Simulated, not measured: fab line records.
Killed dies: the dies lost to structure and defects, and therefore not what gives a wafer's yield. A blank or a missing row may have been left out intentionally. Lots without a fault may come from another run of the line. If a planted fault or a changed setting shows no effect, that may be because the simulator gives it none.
fab line records | flow n5-finfet
record lots=5 wafers=12 last-day=17
route steps=1938 shown BEOL_M4@1099 BEOL_M5@1112 BEOL_M11@1575 PASSIVATION@1936
lots that met no fault: taken from a fault-free run of the same line
start-h: hours from the record's first day to the start of the lot's first wafer shown | wait-h: hours since the lot's step before | " repeats the value in the row above | L1.1+2: several wafers, shown together as one row | - either no value or no given start | * or withheld: withheld | < > ~ a bound
route shown NAME@n: names a module that has steps shown in the file, with the first one's number in the route | usual: mean/standard deviation of fault-free wafers | same: alike in all rows | chamber/n: place in a boat | sites: readings site by site | _std_site: standard deviation across them | _edge_site: the outer-site mean with the inner-site mean subtracted | radius-mm: for every site, how far away it sits from the centre of the wafer | mask NAME#n: copy n | behind: the last tool/chamber to shape the wafer | hold: cause of the lot's hold/its duration in hours/its outcome | device: which transistor (n, p or np) failed to switch | end of line: tests run on the same wafers once the route is complete | a step with no rows: only its recipe | killed: dies that structure and defects cost at the first sort, which is not the same as the wafer's yield | map: per-die view of a wafer (x killed, . not killed, _ where there is no die)
set.NAME: the setting the step ran with; set.NAME@STEP: the setting that earlier step ran with | model.NAME: the simulator's own value behind a step, which no gauge read
certain route steps with their lots: each step a table, each wafer a row
services: the hour from which a tool's chamber was out of use, counted from the record's first day as start-h (under 0 if before that day), plus the number of hours and why
## steps
# step N5_BEOL_M4_ANNEAL_95
# recipe temp-c=400 time-s=240 ambient=vacuum
# step N5_BEOL_M4_SPUTTER_96
# recipe material=Cu target-thk-a=45 temp-c=-20 chamber-pressure-pa=0.07 power-w=withheld time-s=8.29
# step N5_BEOL_M4_ECD_50
# recipe material=Cu target-thk-a=3000
# step N5_BEOL_M4_ANNEAL_51
# recipe temp-c=225 time-s=90 ambient=N2
# step N5_BEOL_M4_CMP_52
# recipe stop-on=SiOC t-overpolish-s=6.8 down-force-psi=1 platen-rpm=50 clearing-platen-down-force-psi=1.5 clearing-platen-rpm=50 post-cmp-clean=cu-alkaline target-thk-nm=40 clearing-platen-pad-velocity-m-s=0.99484 pad-velocity-m-s=0.99484
# step N5_BEOL_M4_PRE_CLEAN_60
# recipe gas=NH3/H2 time-s=15 temp-c=* rf-power-w=300
# step N5_BEOL_M4_CO_CAP_55
# recipe material=Co target-thk-a=20 temp-c=200 precursor=CCTBA/H2 pressure-torr=30 time-s=102.1
# step N5_BEOL_M4_PRE_CLEAN_56
# recipe gas=NH3 time-s=15 temp-c=withheld rf-power-w=300
# step N5_BEOL_M4_DEP_57
# recipe material=SiCN target-thk-a=80 temp-c=withheld precursor=3MS/NH3 pressure-torr=3 rf-w=202 time-s=14
# step N5_BEOL_M4_RC_MEAS_101
# usual DIBL_N=36.4/1.7 DIBL_P=36.4/2.1 IOFF_N=0.16/0.035 IOFF_P=0.21/0.035 ION_N=680/11 ION_P=465/6.8 SS_N=71.5/0.58 SS_P=73.2/0.72 VT_N=249/3.6 VT_P=-250/3.1
# columns lot.wafer tool chamber start-h wait-h DIBL_N[mV/V] DIBL_P[mV/V] IOFF_N[nA/um] IOFF_P[nA/um] ION_N[uA/um] ION_P[uA/um] SS_N[mV/dec] SS_P[mV/dec] VT_N[mV] VT_P[mV]
L267.1 prober-01 0 214.30 0.0 36.1 35.9 0.15 0.24 676 472 71.9 72.8 250 -246
L267.4 " 0 " " 38.2 38.6 0.20 0.29 692 477 72.0 74.6 244 -247
L267.6 " 0 " " 36.8 36.1 0.17 0.24 691 473 71.5 73.3 249 -245
L273.2 prober-01 0 247.04 0.2 36.8 35.1 0.15 0.19 670 458 72.0 73.1 249 -253
L273.6 " 0 " " 36.4 35.7 0.15 0.20 682 464 71.4 72.7 249 -248
L274.1 prober-02 0 252.01 0.0 36.0 35.4 0.16 0.23 673 471 71.6 73.0 247 -245
L274.6 " 0 " " 37.2 36.3 0.18 0.25 691 471 71.8 73.1 245 -247
L275.1 prober-01 0 256.36 0.0 38.0 39.4 0.18 0.23 689 468 71.3 74.0 247 -252
L275.2 " 0 " " 36.8 37.1 0.15 0.18 663 451 71.1 73.1 253 -254
L281.2 prober-01 0 302.55 0.2 37.1 37.9 0.21 0.21 674 452 72.1 74.1 248 -253
L281.3 " 0 " " 39.2 40.1 0.27 0.26 705 470 73.0 74.4 239 -249
L281.6 " 0 " " 37.0 37.6 0.20 0.21 678 457 72.6 73.2 247 -251
# step N5_BEOL_M5_ILD_DEP_00
# recipe material=SiCOH_lowk target-thk-a=1406.4 temp-c=300 precursor=DEMS/porogen pressure-torr=5 rf-w=500 time-s=25.9
# step N5_BEOL_M5_CURE_79
# recipe temp-c=385 time-s=240 ambient=He/Ar material=SiCOH_lowk
# step N5_BEOL_M5_PECVD_70
# recipe material=SiO2 target-thk-a=160 temp-c=400 precursor=TEOS/O2 pressure-torr=5.5 rf-w=450 teos-flow-sccm=53.8 gas=O2 flow-sccm=3000 time-s=18
# step N5_BEOL_M5_HM_DEP_02
# recipe material=TiN target-thk-a=200 temp-c=25 chamber-pressure-pa=0.49996
# step N5_BEOL_M5_COAT_59
# recipe resist=SOC temp-c=250 time-s=60 spin-rpm=1500 resist-thk-nm=60
# step N5_BEOL_M5_COAT_60
# recipe resist=SiARC temp-c=220 time-s=60 spin-rpm=1500 resist-thk-nm=12
# step N5_BEOL_M5_COAT_71
# recipe resist=underlayer temp-c=205 time-s=60 spin-rpm=1500 resist-thk-nm=5
# step N5_BEOL_M5_COAT_05
# recipe resist=CAR-EUV spin-rpm=1500 resist-thk-nm=30
# step N5_BEOL_M5_EBR_07
# recipe solvent=PGMEA ebr-width-mm=1.5
# step N5_BEOL_M5_SOFTBAKE_06
# recipe temp-c=110 time-s=60 resist=CAR-EUV
# step N5_BEOL_M5_EXPOSE_08
# recipe mask-id=M5 na=0.33 source-shape=annular sigma-inner=0.4 sigma-outer=0.8 polarization=unpolarized target-cd-nm=28 dose-mj=35.75
# step N5_BEOL_M5_PEB_09
# recipe peb-temp-c=100 peb-time-s=60 resist=CAR-EUV
# step N5_BEOL_M5_DEVELOP_10
# recipe develop-time-s=30 developer=TMAH resist=CAR-EUV rinse-liquid=surfactant-rinse dry=air-spin dev-temp-c=23
# step N5_BEOL_M5_DESCUM_16
# recipe chemistry=O2 time-s=7 source-power-w=50 bias-power-w=20 pressure-mtorr=20 rf-frequency-hz=2.712e+07 temp-c=40 resist=CAR-EUV o2-flow-sccm=225
# step N5_BEOL_M5_ETCH_72
# recipe chemistry=N2/H2 target=underlayer target-depth-a=65 mask-material=CAR-EUV time-s=5.2 ion-energy-ev=200 pressure-mtorr=30 source-w=840 bias-w=150 n2-flow-sccm=200 h2-flow-sccm=200 ends=cleared
# step N5_BEOL_M5_ETCH_61
# recipe chemistry=CF4 target=SiARC target-depth-a=156 mask-material=CAR-EUV time-s=26 ion-energy-ev=80 pressure-mtorr=40 source-w=545 bias-w=36 Ar_flow_sccm=100 cf4-flow-sccm=100 ends=cleared
# step N5_BEOL_M5_ETCH_62
# recipe chemistry=N2/H2 target=SOC target-depth-a=750 overetch-a=150 mask-material=SiARC temp-c=40 time-s=112.5 ion-energy-ev=200 pressure-mtorr=30 source-w=840 bias-w=150 n2-flow-sccm=200 h2-flow-sccm=200
# step N5_BEOL_M5_STRIP_63
# recipe chemistry=N2/H2 temp-c=40 n2-flow-sccm=200 h2-flow-sccm=200 rf-frequency-hz=6e+07
# step N5_BEOL_M5_STRIP_73
# recipe chemistry=N2/H2 temp-c=40 n2-flow-sccm=200 h2-flow-sccm=200 rf-frequency-hz=6e+07
# step N5_BEOL_M5_STRIP_64
# recipe chemistry=CF4 resist=SiARC power-w=300 bias-power-w=75 pressure-mtorr=50 cf4-flow-sccm=150 rf-frequency-hz=6e+07
# step N5_BEOL_M5_HM_OPEN_17
# recipe chemistry=Cl2/BCl3 target-depth-a=200 overetch-a=60 target=TiN mask-material=SOC ion-energy-ev=150 pressure-mtorr=10 icp-w=1000 bias-w=126 Cl2_flow_sccm=53.25 bcl3-flow-sccm=21.75 Ar_flow_sccm=25
# step N5_BEOL_M5_STRIP_19
# recipe chemistry=O2 power-w=400 temp-c=40 pressure-mtorr=30 rf-frequency-hz=6e+07 bias-power-w=0 overash-fraction=0.2 o2-flow-sccm=225
# step N5_BEOL_M5_COAT_65
# recipe resist=SOC temp-c=250 time-s=60 spin-rpm=1500 resist-thk-nm=60
# step N5_BEOL_M5_COAT_66
# recipe resist=SiARC temp-c=220 time-s=60 spin-rpm=1500 resist-thk-nm=12
# step N5_BEOL_M11_VIA_ETCH_34
# recipe chemistry=C4F6/O2 target=SiCOH_lowk target-depth-a=1845 mask-material=SOC taper-deg=4 time-s=69.2 ion-energy-ev=250 pressure-mtorr=30 source-w=345 bias-w=185 Ar_flow_sccm=300 C4F6_flow_sccm=10 O2_flow_sccm=10
# usual O2_flow_sccm=9.998/0.027 drypump-motor-current-A=5.40/0.28 oes_ar_750_au=0.80/0.091 oes-product-au=0.80/0.097 rf-vpp-V=668/9.8 run-length-s=92.5/0.35 showerhead-plenum-p-Torr=2.86/0.071 throttle-valve-pct=20.88/0.21
# columns lot.wafer tool chamber start-h wait-h O2_flow_sccm drypump-motor-current-A oes_ar_750_au oes-product-au rf-hours-counter-h rf-vpp-V run-length-s showerhead-plenum-p-Torr throttle-valve-pct model.etch.depth-nm model.SOC_of_BEOL_M11_COAT_63.thk-nm
L267.1 rie-diel-05 3 281.67 0.0 9.996 5.31 0.71 0.70 192 670 92.7 2.83 21.01 181.6 92.4
L267.4 " 2 " " 10.018 5.68 0.90 0.89 36 655 92.0 2.92 20.78 188.5 91.8
L267.6 " 1 " " 9.967 5.48 0.85 0.88 - 666 93.0 2.77 20.48 187.5 91.8
L274.1 rie-diel-05 1 313.80 0.0 10.015 5.47 0.83 0.86 68 667 70.4 2.76 20.50 128.1 94.6
L274.6 " 2 " " 9.949 5.69 0.89 0.89 - 654 91.9 2.92 20.78 192 91.6
L273.2 rie-diel-05 2 314.75 0.0 10.017 5.68 0.90 0.89 41 653 69.8 2.92 20.77 130.1 94.6
L273.6 " 1 " " 9.997 5.45 0.84 0.85 - 666 92.4 2.76 20.49 187.4 92.2
L275.1 rie-diel-05 1 316.76 0.0 9.973 5.46 0.84 0.86 70 666 70.7 2.76 20.50 128.2 94
L275.2 " 3 " " 10.013 5.29 0.70 0.70 205 672 70.4 2.82 21.04 126.3 94
L281.2 rie-diel-03 1 370.55 0.0 10.007 5.29 0.75 0.74 120 666 92.3 3.00 21.04 183 91.4
L281.3 " 3 " " 10.004 5.18 0.86 0.87 39 688 92.7 2.89 20.81 187.6 91.2
L281.6 " 1 " " 9.986 5.29 0.75 0.75 - 665 92.6 3.00 21.04 183.7 91.2
# step N5_PASSIVATION_PROBE_49
# usual defect-limited-yield=91.3/1.4 killed_at_M0_to_M3=36/11 killed_at_M4_up=13/5.2 killed-at-contacts=13/6.5 killed-at-front-end=37/11 killed-at-other=3.6/2.9 killed-dies=103/17 killed-on-rim=13/3.6 killed-open=68/12 killed-short=33/7.3 sort_bin_5_function=5.2/0.91 sort_bin_6_memory=3.2/0.67 sort-n-pass=1077/17 sort-yield-pct=91.3/1.4
# same gross-dies=1180 killed-at-back-side=0 sort_bin_4_leakage[%]=0 sort_bin_8_speed[%]=0
# columns lot.wafer tool chamber start-h wait-h defect-limited-yield[%] killed_at_M0_to_M3 killed_at_M4_up killed-at-contacts killed-at-front-end killed-at-other killed-dies killed-on-rim killed-open killed-short sort_bin_5_function[%] sort_bin_6_memory[%] sort-n-pass sort-yield-pct[%]
L273.2 prober-02 - 353.58 0.1 0 28 1105 8 38 1 1180 152 56 37 96.3 3.6 0 0
L275.1 prober-01 - 367.10 0.0 0 26 1108 6 35 5 1180 152 57 41 96.6 3.1 0 0
L275.2 prober-01 - 367.15 0.1 0 11 1125 13 31 0 1180 152 38 29 98.1 1.6 0 0
L274.1 prober-01 - 367.95 0.0 0 44 1059 7 56 14 1180 152 85 49 95.1 4.6 0 0
# killed by level:class
L273.2 BEOL_M11:area-etch=1086 STI_FIN_REVEAL:geometric-particle:open=11 BEOL_M0_SAQP:geometric-particle:open=7 BEOL_M4:geometric-particle:short=7 BEOL_M2:geometric-particle:short=6 FIN_SAQP:geometric-particle:open=5 MOL_CONTACT_COAG:geometric-particle:open=5 BEOL_M4:geometric-particle:open=5
L275.1 BEOL_M11:area-etch=1080 BEOL_M4:geometric-particle:open=19 FIN_SAQP:geometric-particle:short=8 BEOL_M0_SAQP:geometric-particle:short=8 ILD0:geometric-particle:short=7 FIN_SAQP:geometric-particle:open=6 MOL_CONTACT_COAG:geometric-particle:open=6 BEOL_M0_SAQP:geometric-particle:open=6
L275.2 BEOL_M11:area-etch=1111 MOL_CONTACT_COAG:geometric-particle:open=11 ILD0:geometric-particle:short=8 BEOL_M4:geometric-particle:open=8 FIN_SAQP:geometric-particle:short=7 FIN_SAQP:geometric-particle:open=4 STI_FIN_REVEAL:geometric-particle:open=4 BEOL_M0_SAQP:geometric-particle:short=3
L274.1 BEOL_M11:area-etch=1040 FIN_SAQP:geometric-particle:short=13 BEOL_M0_SAQP:geometric-particle:open=12 FIN_SAQP:geometric-particle:open=8 BEOL_M0_SAQP:geometric-particle:short=7 MOL_CONTACT_COAG:geometric-particle:open=7 BEOL_M2:geometric-particle:open=7 BEOL_M4:geometric-particle:short=6
# map L273.2 (x killed, . not)
_________________xxxxxxxxxxxx________________
______________xxxxxxxxxxxxxxxxxx_____________
___________xxxxxxxxxxxxxxxxxxxxxxxx__________
__________xxxxxxxxxxxxxxxxxxxxxxxxxx_________
________xxxxxxxxxxxxxxxxxxxxxxxxxxxxxx_______
_______xxxxxxxxxxxxxxxxxxxxxxxxxxxxxxxx______
______xxxxxxxxxxxxxxxxxxxxxxxxxxxxxxxxxx_____
_____xxxxxxxxxxxxxxxxxxxxxxxxxxxxxxxxxxxx____
____xxxxxxxxxxxxxxxxxxxxxxxxxxxxxxxxxxxxxx___
___xxxxxxxxxxxxxxxxxxxxxxxxxxxxxxxxxxxxxxxx__
___xxxxxxxxxxxxxxxxxxxxxxxxxxxxxxxxxxxxxxxx__
__xxxxxxxxxxxxxxxxxxxxxxxxxxxxxxxxxxxxxxxxxx_
__xxxxxxxxxxxxxxxxxxxxxxxxxxxxxxxxxxxxxxxxxx_
_xxxxxxxxxxxxxxxxxxxxxxxxxxxxxxxxxxxxxxxxxxxx
_xxxxxxxxxxxxxxxxxxxxxxxxxxxxxxxxxxxxxxxxxxxx
_xxxxxxxxxxxxxxxxxxxxxxxxxxxxxxxxxxxxxxxxxxxx
_xxxxxxxxxxxxxxxxxxxxxxxxxxxxxxxxxxxxxxxxxxxx
_xxxxxxxxxxxxxxxxxxxxxxxxxxxxxxxxxxxxxxxxxxxx
_xxxxxxxxxxxxxxxxxxxxxxxxxxxxxxxxxxxxxxxxxxxx
_xxxxxxxxxxxxxxxxxxxxxxxxxxxxxxxxxxxxxxxxxxxx
_xxxxxxxxxxxxxxxxxxxxxxxxxxxxxxxxxxxxxxxxxxxx
__xxxxxxxxxxxxxxxxxxxxxxxxxxxxxxxxxxxxxxxxxx_
__xxxxxxxxxxxxxxxxxxxxxxxxxxxxxxxxxxxxxxxxxx_
___xxxxxxxxxxxxxxxxxxxxxxxxxxxxxxxxxxxxxxxx__
___xxxxxxxxxxxxxxxxxxxxxxxxxxxxxxxxxxxxxxxx__
____xxxxxxxxxxxxxxxxxxxxxxxxxxxxxxxxxxxxxx___
_____xxxxxxxxxxxxxxxxxxxxxxxxxxxxxxxxxxxx____
______xxxxxxxxxxxxxxxxxxxxxxxxxxxxxxxxxx_____
_______xxxxxxxxxxxxxxxxxxxxxxxxxxxxxxxx______
________xxxxxxxxxxxxxxxxxxxxxxxxxxxxxx_______
__________xxxxxxxxxxxxxxxxxxxxxxxxxx_________
___________xxxxxxxxxxxxxxxxxxxxxxxx__________
______________xxxxxxxxxxxxxxxxxx_____________
_________________xxxxxxxxxxxx________________
# map L274.1 (x killed, . not)
_________________xxxxxxxxxxxx________________
______________xxxxxxxxxxxxxxxxxx_____________
___________xxxxxxxxxxxxxxxxxxxxxxxx__________
__________xxxxxxxxxxxxxxxxxxxxxxxxxx_________
________xxxxxxxxxxxxxxxxxxxxxxxxxxxxxx_______
_______xxxxxxxxxxxxxxxxxxxxxxxxxxxxxxxx______
______xxxxxxxxxxxxxxxxxxxxxxxxxxxxxxxxxx_____
_____xxxxxxxxxxxxxxxxxxxxxxxxxxxxxxxxxxxx____
____xxxxxxxxxxxxxxxxxxxxxxxxxxxxxxxxxxxxxx___
___xxxxxxxxxxxxxxxxxxxxxxxxxxxxxxxxxxxxxxxx__
___xxxxxxxxxxxxxxxxxxxxxxxxxxxxxxxxxxxxxxxx__
__xxxxxxxxxxxxxxxxxxxxxxxxxxxxxxxxxxxxxxxxxx_
__xxxxxxxxxxxxxxxxxxxxxxxxxxxxxxxxxxxxxxxxxx_
_xxxxxxxxxxxxxxxxxxxxxxxxxxxxxxxxxxxxxxxxxxxx
_xxxxxxxxxxxxxxxxxxxxxxxxxxxxxxxxxxxxxxxxxxxx
_xxxxxxxxxxxxxxxxxxxxxxxxxxxxxxxxxxxxxxxxxxxx
_xxxxxxxxxxxxxxxxxxxxxxxxxxxxxxxxxxxxxxxxxxxx
_xxxxxxxxxxxxxxxxxxxxxxxxxxxxxxxxxxxxxxxxxxxx
_xxxxxxxxxxxxxxxxxxxxxxxxxxxxxxxxxxxxxxxxxxxx
_xxxxxxxxxxxxxxxxxxxxxxxxxxxxxxxxxxxxxxxxxxxx
_xxxxxxxxxxxxxxxxxxxxxxxxxxxxxxxxxxxxxxxxxxxx
__xxxxxxxxxxxxxxxxxxxxxxxxxxxxxxxxxxxxxxxxxx_
__xxxxxxxxxxxxxxxxxxxxxxxxxxxxxxxxxxxxxxxxxx_
___xxxxxxxxxxxxxxxxxxxxxxxxxxxxxxxxxxxxxxxx__
___xxxxxxxxxxxxxxxxxxxxxxxxxxxxxxxxxxxxxxxx__
____xxxxxxxxxxxxxxxxxxxxxxxxxxxxxxxxxxxxxx___
_____xxxxxxxxxxxxxxxxxxxxxxxxxxxxxxxxxxxx____
______xxxxxxxxxxxxxxxxxxxxxxxxxxxxxxxxxx_____
_______xxxxxxxxxxxxxxxxxxxxxxxxxxxxxxxx______
________xxxxxxxxxxxxxxxxxxxxxxxxxxxxxx_______
__________xxxxxxxxxxxxxxxxxxxxxxxxxx_________
___________xxxxxxxxxxxxxxxxxxxxxxxx__________
______________xxxxxxxxxxxxxxxxxx_____________
_________________xxxxxxxxxxxx________________
## services
# columns tool chamber start-h hours kind
rie-diel-03 0 275.51 4.4 repair
rie-diel-03 - 281.98 0.1 repair
rie-diel-05 2 295.07 17.0 repair
rie-diel-05 2 316.07 4.0 repair
rie-diel-03 3 317.28 3.7 repair
rie-diel-03 0 360.38 - clean
rie-diel-03 0 360.38 - consumable-replace:focus-ring
rie-diel-03 0 360.38 16.6 scheduled-down
rie-diel-03 0 360.38 16.6 vent-cycle
rie-diel-05 1 370.48 4.3 repair
## key
first-sign step=N5_BEOL_M11_VIA_ETCH_34 reading=run-length-s direction=down sigmas=63 usual=* struck=*
effect step=N5_PASSIVATION_PROBE_49 reading=killed_at_M4_up direction=up sigmas=99+ usual=13 struck=1099
model-effect step=N5_BEOL_M11_VIA_ETCH_34 value=etch.depth-nm without=188.7 struck=128.2
more-kills-born-at N5_BEOL_M11_VIA_ETCH_34@rie-diel-05=4317
met-at N5_BEOL_M11_VIA_ETCH_34
struck-wafers L273.2,L274.1,L275.1,L275.2
later-rows-left-out L273.2,L274.1,L275.1,L275.2
onset-between 281.67 313.80
fault kind=process-parameter-drift tool=rie-diel-05 chamber=- onset-h=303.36 steps=N5_BEOL_M11_VIA_ETCH_34 channel=time-s offset=* shape=step end-h=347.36 scope=struck-wafers-only acts-in=* stated=*
# later-rows-left-out: the simulator's readings of these wafers behind a module that went badly wrong aren't trusted and aren't shown, but for the sort
